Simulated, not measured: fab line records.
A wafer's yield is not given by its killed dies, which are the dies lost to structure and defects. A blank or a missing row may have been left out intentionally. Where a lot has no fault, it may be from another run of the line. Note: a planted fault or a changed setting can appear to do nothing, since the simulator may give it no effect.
fab line records	flow n5_finfet
record: lots: 24	wafers: 72	last_day: 18
route steps=1938 shown BEOL_M9@1403 BEOL_M10@1483
lots untouched by any fault: they come from a run of this same line in which no faults occurred
start_h: the number of hours between the record's first day and the start of the first shown wafer of the lot	wait_h: how many hours have passed since the lot's step before this one	" as in the row above	L1.1+2: one row covering several wafers at once	- value missing, or start not given	* or withheld: withheld	< > ~ a bound
route shown NAME@n: a module of which the file shows steps, and the number in the route of the first	usual: mean/standard deviation taken from wafers without a fault	same: alike in all rows	chamber/n: place in a boat	sites: per-site readings	_std_site: the values' standard deviation	_edge_site: inner sites' mean taken away from outer sites' mean	radius_mm: for every site, how far away it sits from the centre of the wafer	mask NAME#n: copy n	behind: tool/chamber where the wafer was last shaped	hold: cause of the lot's hold/its duration in hours/its outcome	device: whichever transistor did not switch (one of n, p or np)	end of line: tests run on the same wafers once the route is complete	where a step has no rows: the recipe by itself	killed: dies lost to structure and defects at the first sort, not the wafer's yield	map: dies across one wafer; x = killed, . = not, _ = none there
set.NAME: the setting that was run; set.NAME@STEP: the one run at that earlier step	model.NAME: the simulator's own value behind a step, which no gauge read
one table for each step of the route and one row for each wafer, over a sample of lots
services: when a tool's chamber went out of use (start_h, in hours from the record's first day, below 0 if earlier), for how many hours, and the reason
== steps ==
step: N5_BEOL_M9_THK_MEAS_01
recipe: reads: SiCOH_lowk_of_BEOL_M9_ILD_DEP_00
usual: M9_ILD_THK: 269/3.8
lot.wafer	tool	chamber	start_h	wait_h	M9_ILD_THK[nm]
L074.2	film_metro-01	-	217.99	0.4	269
L074.4	"	-	"	"	278
L074.5	"	-	"	"	274
L075.1	film_metro-01	-	228.47	0.4	262
L075.4	"	-	"	"	265
L075.6	"	-	"	"	270
L076.2	film_metro-02	-	234.75	0.4	264
L076.5	"	-	"	"	264
L076.6	"	-	"	"	268
L079.1	film_metro-02	-	241.45	0.8	263
L079.2	"	-	"	"	264
L079.3	"	-	"	"	271
L077.1	film_metro-02	-	242.74	0.4	268
L077.4	"	-	"	"	272
L077.6	"	-	"	"	275
L078.1	film_metro-01	-	245.04	0.8	271
L078.3	"	-	"	"	268
L078.6	"	-	"	"	270
L080.3	film_metro-02	-	259.61	0.3	266
L080.4	"	-	"	"	270
L080.5	"	-	"	"	271
L081.1	film_metro-01	-	261.52	0.4	264
L081.5	"	-	"	"	269
L081.6	"	-	"	"	270
L082.1	film_metro-02	-	266.13	0.4	266
L082.5	"	-	"	"	272
L082.6	"	-	"	"	268
L083.2	film_metro-02	-	271.93	0.4	267
L083.3	"	-	"	"	270
L083.4	"	-	"	"	272
L085.1	film_metro-01	-	278.14	0.4	269
L085.3	"	-	"	"	274
L085.4	"	-	"	"	274
L088.1	film_metro-01	-	284.80	0.4	268
L088.2	"	-	"	"	267
L088.5	"	-	"	"	272
L084.1	film_metro-01	-	284.82	0.4	268
L084.2	"	-	"	"	273
L084.3	"	-	"	"	264
L086.1	film_metro-02	-	290.04	0.4	273
L086.3	"	-	"	"	266
L086.5	"	-	"	"	273
L087.3	film_metro-01	-	309.12	0.3	267
L087.4	"	-	"	"	272
L087.5	"	-	"	"	272
L089.1	film_metro-02	-	309.64	0.4	259
L089.4	"	-	"	"	261
L089.6	"	-	"	"	268
L090.1	film_metro-01	-	313.94	0.4	267
L090.2	"	-	"	"	272
L090.3	"	-	"	"	266
L091.1	film_metro-01	-	330.19	0.4	269
L091.3	"	-	"	"	266
L091.6	"	-	"	"	275
L092.1	film_metro-01	-	332.24	0.4	265
L092.4	"	-	"	"	266
L092.6	"	-	"	"	272
L094.1	film_metro-01	-	336.16	0.4	274
L094.2	"	-	"	"	267
L094.5	"	-	"	"	270
L093.3	film_metro-01	-	337.60	0.3	264
L093.4	"	-	"	"	269
L093.5	"	-	"	"	271
L096.1	film_metro-01	-	337.86	0.4	264
L096.2	"	-	"	"	261
L096.6	"	-	"	"	265
L095.1	film_metro-02	-	355.21	0.8	261
L095.2	"	-	"	"	267
L095.5	"	-	"	"	269
L097.1	film_metro-02	-	360.79	0.4	268
L097.3	"	-	"	"	267
L097.5	"	-	"	"	272
step: N5_BEOL_M9_THK_MEAS_53
recipe: thk_meas_gauge: xrf	reads: Cu_of_BEOL_M9_ECD_50
usual: M9_THK: 138/4
lot.wafer	tool	chamber	start_h	wait_h	M9_THK[nm]
L074.2	film_metro-02	-	227.09	-	139
L074.4	"	-	"	"	138
L074.5	"	-	"	"	138
L075.1	film_metro-02	-	235.39	-	144
L075.4	"	-	"	"	138
L075.6	"	-	"	"	140
L076.2	film_metro-01	-	243.80	-	134
L076.5	"	-	"	"	140
L076.6	"	-	"	"	142
L079.1	film_metro-01	-	245.68	-	136
L079.2	"	-	"	"	135
L079.3	"	-	"	"	137
L077.1	film_metro-01	-	251.17	-	143
L077.4	"	-	"	"	139
L077.6	"	-	"	"	141
L078.1	film_metro-02	-	254.10	-	138
L078.3	"	-	"	"	138
L078.6	"	-	"	"	144
L080.3	film_metro-02	-	265.73	-	134
L080.4	"	-	"	"	142
L080.5	"	-	"	"	135
L081.1	film_metro-02	-	268.92	-	135
L081.5	"	-	"	"	145
L081.6	"	-	"	"	135
L082.1	film_metro-02	-	271.31	-	141
L082.5	"	-	"	"	140
L082.6	"	-	"	"	144
L083.2	film_metro-01	-	279.53	-	137
L083.3	"	-	"	"	139
L083.4	"	-	"	"	137
L085.1	film_metro-01	-	283.75	-	135
L085.3	"	-	"	"	138
L085.4	"	-	"	"	135
L088.1	film_metro-01	-	292.76	-	144
L088.2	"	-	"	"	144
L088.5	"	-	"	"	134
L084.1	film_metro-02	-	292.77	-	139
L084.2	"	-	"	"	137
L084.3	"	-	"	"	138
L086.1	film_metro-02	-	297.81	-	133
L086.3	"	-	"	"	139
L086.5	"	-	"	"	143
L089.1	film_metro-02	-	317.01	-	143
L089.4	"	-	"	"	133
L089.6	"	-	"	"	140
L087.3	film_metro-01	-	317.13	-	141
L087.4	"	-	"	"	136
L087.5	"	-	"	"	135
L090.1	film_metro-01	-	321.50	-	136
L090.2	"	-	"	"	147
L090.3	"	-	"	"	130
L091.1	film_metro-01	-	335.33	-	136
L091.3	"	-	"	"	142
L091.6	"	-	"	"	141
L092.1	film_metro-01	-	339.41	-	144
L092.4	"	-	"	"	132
L092.6	"	-	"	"	133
L094.1	film_metro-01	-	341.58	-	138
L094.2	"	-	"	"	140
L094.5	"	-	"	"	139
L093.3	film_metro-02	-	345.73	-	131
L093.4	"	-	"	"	140
L093.5	"	-	"	"	134
L096.1	film_metro-01	-	346.10	-	132
L096.2	"	-	"	"	132
L096.6	"	-	"	"	132
L095.1	film_metro-01	-	362.19	-	139
L095.2	"	-	"	"	141
L095.5	"	-	"	"	142
L097.1	film_metro-02	-	366.83	-	133
L097.3	"	-	"	"	146
L097.5	"	-	"	"	141
step: N5_BEOL_M9_RS_MEAS_57
recipe: thk_meas_gauge: four-point-probe	reads: Cu_of_BEOL_M9_ECD_50+Co_of_BEOL_M9_CVD_78+TaN_of_BEOL_M9_ALD_74
usual: M9_RS: 0.153/0.0049
lot.wafer	tool	chamber	start_h	wait_h	M9_RS[ohm/sq]
L074.2	film_metro-02	-	227.26	0.1	0.153
L074.4	"	-	"	"	0.153
L074.5	"	-	"	"	0.154
L075.1	film_metro-02	-	235.53	0.1	0.147
L075.4	"	-	"	"	0.155
L075.6	"	-	"	"	0.153
L076.2	film_metro-01	-	243.93	0.1	0.159
L076.5	"	-	"	"	0.151
L076.6	"	-	"	"	0.147
L079.1	film_metro-02	-	245.85	0.1	0.155
L079.2	"	-	"	"	0.156
L079.3	"	-	"	"	0.154
L077.1	film_metro-01	-	251.31	0.1	0.146
L077.4	"	-	"	"	0.150
L077.6	"	-	"	"	0.149
L078.1	film_metro-01	-	254.24	0.1	0.155
L078.3	"	-	"	"	0.154
L078.6	"	-	"	"	0.148
L080.3	film_metro-02	-	265.87	0.1	0.159
L080.4	"	-	"	"	0.151
L080.5	"	-	"	"	0.159
L081.1	film_metro-02	-	269.06	0.1	0.157
L081.5	"	-	"	"	0.145
L081.6	"	-	"	"	0.158
L082.1	film_metro-01	-	271.49	0.1	0.151
L082.5	"	-	"	"	0.151
L082.6	"	-	"	"	0.147
L083.2	film_metro-01	-	279.66	0.1	0.152
L083.3	"	-	"	"	0.151
L083.4	"	-	"	"	0.153
L085.1	film_metro-01	-	283.88	0.1	0.157
L085.3	"	-	"	"	0.154
L085.4	"	-	"	"	0.157
L088.1	film_metro-01	-	292.90	0.1	0.146
L088.2	"	-	"	"	0.146
L088.5	"	-	"	"	0.158
L084.1	film_metro-02	-	292.90	0.1	0.153
L084.2	"	-	"	"	0.156
L084.3	"	-	"	"	0.154
L086.1	film_metro-01	-	297.95	0.1	0.161
L086.3	"	-	"	"	0.153
L086.5	"	-	"	"	0.149
L089.1	film_metro-02	-	317.16	0.1	0.149
L089.4	"	-	"	"	0.161
L089.6	"	-	"	"	0.153
L087.3	film_metro-02	-	317.27	0.1	0.152
L087.4	"	-	"	"	0.157
L087.5	"	-	"	"	0.158
L090.1	film_metro-01	-	321.64	0.1	0.156
L090.2	"	-	"	"	0.142
L090.3	"	-	"	"	0.163
L091.1	film_metro-01	-	335.47	0.1	0.155
L091.3	"	-	"	"	0.148
L091.6	"	-	"	"	0.151
L092.1	film_metro-01	-	339.54	0.1	0.146
L092.4	"	-	"	"	0.159
L092.6	"	-	"	"	0.158
L094.1	film_metro-02	-	341.72	0.1	0.153
L094.2	"	-	"	"	0.151
L094.5	"	-	"	"	0.152
L093.3	film_metro-02	-	345.87	0.1	0.164
L093.4	"	-	"	"	0.152
L093.5	"	-	"	"	0.159
L096.1	film_metro-02	-	346.24	0.1	0.160
L096.2	"	-	"	"	0.159
L096.6	"	-	"	"	0.160
L095.1	film_metro-01	-	362.33	0.1	0.151
L095.2	"	-	"	"	0.148
L095.5	"	-	"	"	0.148
L097.1	film_metro-02	-	366.97	0.1	0.161
L097.3	"	-	"	"	0.147
L097.5	"	-	"	"	0.151
step: N5_BEOL_M10_CD_MEAS_11
recipe: target_cd_nm: 64.1	landing_energy_ev: 500	detector: se_inlens	polarity: opening
usual: cd_nm: 63.7/0.52
lot.wafer	tool	chamber	start_h	wait_h	cd_nm
L074.2	cd_sem-02	0	229.20	-	64.0
L074.4	"	0	"	"	62.4
L074.5	"	0	"	"	63.7
L075.1	cd_sem-01	0	238.74	-	63.3
L075.4	"	0	"	"	63.1
L075.6	"	0	"	"	63.7
L076.2	cd_sem-02	0	245.13	-	63.4
L076.5	"	0	"	"	63.6
L076.6	"	0	"	"	63.7
L079.1	cd_sem-03	0	249.58	-	63.6
L079.2	"	0	"	"	63.4
L079.3	"	0	"	"	64.2
L077.1	cd_sem-01	0	253.23	-	63.7
L077.4	"	0	"	"	64.1
L077.6	"	0	"	"	63.3
L078.1	cd_sem-02	0	256.45	-	64.5
L078.3	"	0	"	"	64.6
L078.6	"	0	"	"	62.6
L080.3	cd_sem-01	0	269.33	-	63.2
L080.4	"	0	"	"	62.8
L080.5	"	0	"	"	63.5
L081.1	cd_sem-03	0	270.69	-	63.3
L081.5	"	0	"	"	63.4
L081.6	"	0	"	"	63.3
L082.1	cd_sem-03	0	273.05	-	63.9
L082.5	"	0	"	"	63.8
L082.6	"	0	"	"	63.4
L083.2	cd_sem-03	0	282.12	-	64.2
L083.3	"	0	"	"	63.4
L083.4	"	0	"	"	63.0
L085.1	cd_sem-01	0	285.62	-	63.5
L085.3	"	0	"	"	64.5
L085.4	"	0	"	"	64.8
L084.1	cd_sem-02	0	296.47	-	63.7
L084.2	"	0	"	"	64.3
L084.3	"	0	"	"	64.5
L088.1	cd_sem-03	0	296.64	-	63.2
L088.2	"	0	"	"	63.8
L088.5	"	0	"	"	63.8
L086.1	cd_sem-02	0	299.82	-	64.0
L086.3	"	0	"	"	63.9
L086.5	"	0	"	"	63.3
L089.1	cd_sem-02	0	319.65	-	63.3
L089.4	"	0	"	"	63.4
L089.6	"	0	"	"	63.3
L087.3	cd_sem-01	0	319.99	-	64.0
L087.4	"	0	"	"	63.4
L087.5	"	0	"	"	63.7
L090.1	cd_sem-03	0	323.79	-	64.5
L090.2	"	0	"	"	63.6
L090.3	"	0	"	"	65.0
L091.1	cd_sem-02	0	336.71	-	63.6
L091.3	"	0	"	"	64.0
L091.6	"	0	"	"	63.4
L092.1	cd_sem-02	0	341.41	-	63.0
L092.4	"	0	"	"	63.4
L092.6	"	0	"	"	63.6
L094.1	cd_sem-02	0	344.38	-	62.9
L094.2	"	0	"	"	63.1
L094.5	"	0	"	"	64.0
L093.3	cd_sem-01	0	348.43	-	63.2
L093.4	"	0	"	"	64.1
L093.5	"	0	"	"	64.0
L096.1	cd_sem-02	0	348.50	-	64.1
L096.2	"	0	"	"	63.8
L096.6	"	0	"	"	63.5
L095.1	cd_sem-01	0	365.21	-	64.4
L095.2	"	0	"	"	63.9
L095.5	"	0	"	"	64.3
L097.1	cd_sem-02	0	370.90	-	64.4
L097.3	"	0	"	"	64.1
L097.5	"	0	"	"	63.1
step: N5_BEOL_M10_ETCH_61
recipe: chemistry: CF4	target: SiARC	target_depth_a: 390	mask_material: CAR-ArF	time_s: 65	ion_energy_ev: 80	pressure_mtorr: 40	source_w: 545	bias_w: 36	Ar_flow_sccm: 100	cf4_flow_sccm: 100	ends: cleared
usual: drypump_motor_current_A: 5.8/0.48	etch_rf_on_time_s: 64.5/1.5	oes_product_au: 0.68/0.057	rf_vpp_V: 184.6/1.1	showerhead_plenum_p_Torr: 2.18/0.057	throttle_valve_pct: 15.54/0.26
lot.wafer	tool	chamber	start_h	wait_h	drypump_motor_current_A	etch_rf_on_time_s	oes_product_au	rf_hours_counter_h	rf_vpp_V	showerhead_plenum_p_Torr	throttle_valve_pct
L074.2	rie_diel-05	0	229.42	0.0	6.2	66.2	0.72	49	186.0	2.25	15.27
L074.4	"	1	"	"	5.9	63.2	0.63	165	184.2	2.22	16.04
L074.5	"	0	"	"	6.2	66.2	0.72	-	186.4	2.25	15.27
L075.1	rie_diel-05	2	239.02	0.0	5.4	62.9	0.70	95	183.4	2.10	15.47
L075.4	"	2	"	"	5.4	63.2	0.70	-	182.4	2.10	15.48
L075.6	"	1	"	"	5.8	63.3	0.64	-	184.6	2.22	16.03
L076.2	rie_diel-05	1	245.25	0.0	5.8	63.3	0.63	172	185.4	2.22	16.04
L076.5	"	2	"	"	5.4	62.7	0.70	-	183.2	2.10	15.45
L076.6	"	1	"	"	5.8	63.3	0.63	-	186.0	2.22	16.04
L079.1	rie_diel-06	1	249.70	0.0	6.5	61.6	0.72	70	185.3	2.25	15.48
L079.2	"	2	"	"	5.9	64.6	0.78	22	184.6	2.12	15.38
L079.3	"	3	"	"	5.0	64.0	0.63	196	185.1	2.19	15.49
L077.1	rie_diel-04	0	253.53	0.0	5.0	65.1	0.71	74	184.7	2.08	15.74
L077.4	"	3	"	"	6.3	63.4	0.69	-	182.8	2.15	15.34
L077.6	"	0	"	"	5.0	65.3	0.71	-	183.6	2.08	15.76
L078.1	rie_diel-06	0	256.69	0.0	6.3	66.9	0.59	227	185.3	2.19	15.87
L078.3	"	3	"	"	5.0	64.2	0.62	200	185.4	2.19	15.49
L078.6	"	3	"	"	5.0	64.5	0.62	-	183.8	2.19	15.50
L080.3	rie_diel-06	3	269.45	0.0	5.0	64.3	0.63	205	185.3	2.19	15.50
L080.4	"	1	"	"	6.5	62.0	0.70	-	186.2	2.25	15.51
L080.5	"	3	"	"	5.0	65.0	0.62	-	185.6	2.19	15.52
L081.1	rie_diel-05	0	270.83	0.0	6.2	65.9	0.71	67	184.9	2.25	15.30
L081.5	"	1	"	"	5.8	64.7	0.62	-	184.3	2.21	16.06
L081.6	"	0	"	"	6.2	65.5	0.70	-	185.7	2.25	15.30
L082.1	rie_diel-05	0	273.78	0.0	6.2	65.2	0.71	68	186.0	2.25	15.28
L082.5	"	0	"	"	6.2	65.3	0.72	-	185.6	2.25	15.30
L082.6	"	1	"	"	5.8	64.7	0.62	-	185.5	2.21	16.07
L083.2	rie_diel-06	3	282.55	0.0	5.0	63.3	0.62	211	183.3	2.19	15.52
L083.3	"	2	"	"	5.9	63.8	0.76	38	183.1	2.12	15.43
L083.4	"	1	"	"	6.4	60.8	0.70	-	186.0	2.25	15.51
L085.1	rie_diel-05	3	285.82	0.0	5.9	65.5	0.59	247	185.7	2.18	15.40
L085.3	"	1	"	"	5.9	64.0	0.61	189	182.9	2.21	16.08
L085.4	"	0	"	"	6.2	65.8	0.70	73	185.1	2.25	15.31
L084.1	rie_diel-04	3	296.89	0.0	6.3	63.6	0.68	119	183.4	2.15	15.37
L084.2	"	0	"	"	4.9	64.9	0.70	88	183.7	2.07	15.78
L084.3	"	2	"	"	6.3	63.6	0.66	130	184.3	2.23	15.69
L088.1	rie_diel-05	0	297.37	0.0	6.2	66.4	0.68	76	184.5	2.24	15.33
L088.2	"	1	"	"	5.8	63.7	0.61	192	185.8	2.21	16.09
L088.5	"	0	"	"	6.2	65.8	0.70	-	185.0	2.24	15.32
L086.1	rie_diel-04	2	300.52	0.0	6.3	64.3	0.65	133	186.0	2.23	15.70
L086.3	"	0	"	"	5.0	65.2	0.70	89	183.7	2.07	15.79
L086.5	"	1	"	"	5.8	67.7	0.79	-	184.9	2.20	15.20
L089.1	rie_diel-05	0	319.77	0.0	6.2	67.0	0.68	87	186.5	2.24	15.35
L089.4	"	2	"	"	5.4	64.4	0.67	124	184.2	2.09	15.52
L089.6	"	3	"	"	5.8	63.7	0.81	-	184.3	2.18	14.99
L087.3	rie_diel-04	3	320.11	0.0	6.3	64.3	0.66	128	185.0	2.14	15.39
L087.4	"	1	"	"	5.8	66.4	0.77	-	183.5	2.19	15.22
L087.5	"	3	"	"	6.3	64.4	0.67	-	185.0	2.14	15.39
L090.1	rie_diel-06	3	323.91	0.0	5.0	64.8	0.61	227	183.7	2.18	15.57
L090.2	"	1	"	"	6.5	60.8	0.68	102	185.1	2.24	15.55
L090.3	"	0	"	"	6.3	67.1	0.58	247	184.5	2.19	15.90
L091.1	rie_diel-06	2	336.94	0.0	5.9	65.8	0.73	51	184.0	2.11	15.43
L091.3	"	3	"	"	5.0	65.4	0.60	230	184.6	2.18	15.54
L091.6	"	1	"	"	6.5	61.2	0.68	-	186.1	2.24	15.58
L092.1	rie_diel-04	3	341.54	0.0	6.3	64.8	0.66	135	183.9	2.14	15.41
L092.4	"	0	"	"	5.0	64.6	0.70	103	182.5	2.07	15.82
L092.6	"	0	"	"	5.0	64.3	0.69	-	183.3	2.07	15.81
L094.1	rie_diel-06	2	344.50	0.0	5.9	66.3	0.72	55	184.2	2.11	15.44
L094.2	"	3	"	"	5.0	64.9	0.60	233	183.6	2.18	15.57
L094.5	"	1	"	"	6.5	62.1	0.68	-	186.0	2.24	15.55
L093.3	rie_diel-06	1	348.90	0.0	6.5	62.0	0.67	111	185.8	2.24	15.58
L093.4	"	2	"	"	5.9	65.9	0.71	-	183.0	2.11	15.46
L093.5	"	3	"	"	5.0	65.4	0.60	-	185.1	2.18	15.57
L096.1	rie_diel-05	0	349.19	0.0	6.2	65.9	0.67	99	186.2	2.24	15.35
L096.2	"	1	"	"	5.8	63.7	0.60	213	183.8	2.20	16.13
L096.6	"	3	"	"	5.8	62.8	0.80	-	185.7	2.18	15.02
L095.1	rie_diel-06	1	365.56	0.0	6.5	62.4	0.67	119	185.6	2.24	15.58
L095.2	"	2	"	"	5.9	65.8	0.71	65	185.3	2.11	15.48
L095.5	"	3	"	"	5.0	65.3	0.59	-	185.0	2.18	15.58
L097.1	rie_diel-05	2	371.12	0.0	5.4	63.9	0.66	142	184.3	2.08	15.54
L097.3	"	1	"	"	5.8	63.4	0.60	221	184.0	2.20	16.14
L097.5	"	2	"	"	5.4	64.0	0.66	-	182.5	2.08	15.55
step: N5_BEOL_M10_CD_MEAS_18
recipe: pitch_nm: 140	target_cd_nm: 70
usual: cd_nm: 69.4/0.68
lot.wafer	tool	chamber	start_h	wait_h	cd_nm
L074.2	cd_sem-01	-	230.36	0.1	69.3
L074.4	"	-	"	"	68.6
L074.5	"	-	"	"	69.7
L075.1	cd_sem-01	-	239.44	0.0	69.0
L075.4	"	-	"	"	68.7
L075.6	"	-	"	"	69.3
L076.2	cd_sem-02	-	245.67	0.1	68.9
L076.5	"	-	"	"	69.7
L076.6	"	-	"	"	70.0
L079.1	cd_sem-02	-	250.12	0.0	70.1
L079.2	"	-	"	"	69.6
L079.3	"	-	"	"	69.3
L077.1	cd_sem-01	-	254.06	0.0	68.9
L077.4	"	-	"	"	69.9
L077.6	"	-	"	"	68.8
L078.1	cd_sem-02	-	257.10	0.0	70.6
L078.3	"	-	"	"	69.2
L078.6	"	-	"	"	67.9
L080.3	cd_sem-03	-	269.87	0.1	68.3
L080.4	"	-	"	"	68.9
L080.5	"	-	"	"	69.0
L081.1	cd_sem-01	-	271.24	0.0	68.7
L081.5	"	-	"	"	69.1
L081.6	"	-	"	"	68.9
L082.1	cd_sem-01	-	274.26	0.0	69.8
L082.5	"	-	"	"	69.5
L082.6	"	-	"	"	69.6
L083.2	cd_sem-01	-	282.97	0.1	69.6
L083.3	"	-	"	"	69.1
L083.4	"	-	"	"	69.1
L085.1	cd_sem-02	-	286.24	0.0	68.5
L085.3	"	-	"	"	70.1
L085.4	"	-	"	"	69.7
L084.1	cd_sem-01	-	297.34	0.0	70.6
L084.2	"	-	"	"	69.9
L084.3	"	-	"	"	70.1
L088.1	cd_sem-02	-	297.96	0.0	68.9
L088.2	"	-	"	"	68.9
L088.5	"	-	"	"	69.5
L086.1	cd_sem-03	-	300.98	0.0	70.4
L086.3	"	-	"	"	69.3
L086.5	"	-	"	"	69.7
L089.1	cd_sem-02	-	320.19	0.0	68.9
L089.4	"	-	"	"	69.1
L089.6	"	-	"	"	69.6
L087.3	cd_sem-02	-	320.53	0.1	70.4
L087.4	"	-	"	"	70.2
L087.5	"	-	"	"	70.6
L090.1	cd_sem-02	-	324.33	0.0	70.0
L090.2	"	-	"	"	68.5
L090.3	"	-	"	"	70.3
L091.1	cd_sem-03	-	337.40	0.0	69.5
L091.3	"	-	"	"	68.5
L091.6	"	-	"	"	68.8
L092.1	cd_sem-01	-	342.05	0.0	69.9
L092.4	"	-	"	"	69.4
L092.6	"	-	"	"	69.4
L094.1	cd_sem-01	-	344.92	0.0	68.6
L094.2	"	-	"	"	69.0
L094.5	"	-	"	"	70.0
L093.3	cd_sem-02	-	349.54	0.1	69.6
L093.4	"	-	"	"	70.1
L093.5	"	-	"	"	68.9
L096.1	cd_sem-03	-	349.67	0.0	68.8
L096.2	"	-	"	"	69.1
L096.6	"	-	"	"	68.8
L095.1	cd_sem-02	-	365.98	0.0	70.6
L095.2	"	-	"	"	69.7
L095.5	"	-	"	"	70.2
L097.1	cd_sem-03	-	371.53	0.0	70.1
L097.3	"	-	"	"	69.2
L097.5	"	-	"	"	68.6
== services ==
tool	chamber	start_h	hours	kind
rie_diel-04	1	235.11	-	clean
rie_diel-04	1	235.11	-	consumable_replace:focus_ring
rie_diel-04	1	235.11	19.4	scheduled_down
rie_diel-04	1	235.11	19.4	vent_cycle
rie_diel-06	0	268.22	15.3	repair
rie_diel-06	2	293.88	4.3	repair
rie_diel-05	3	296.99	-	clean
rie_diel-05	3	296.99	-	consumable_replace:focus_ring
rie_diel-05	3	296.99	14.1	scheduled_down
rie_diel-05	3	296.99	14.1	vent_cycle
rie_diel-05	2	297.03	9.6	repair
rie_diel-06	2	304.45	10.4	repair
rie_diel-06	0	336.64	-	clean
rie_diel-06	0	336.64	-	consumable_replace:focus_ring
rie_diel-06	0	336.64	35.3	scheduled_down
rie_diel-06	0	336.64	35.3	vent_cycle
rie_diel-05	3	369.28	14.3	repair
== key ==
fault none
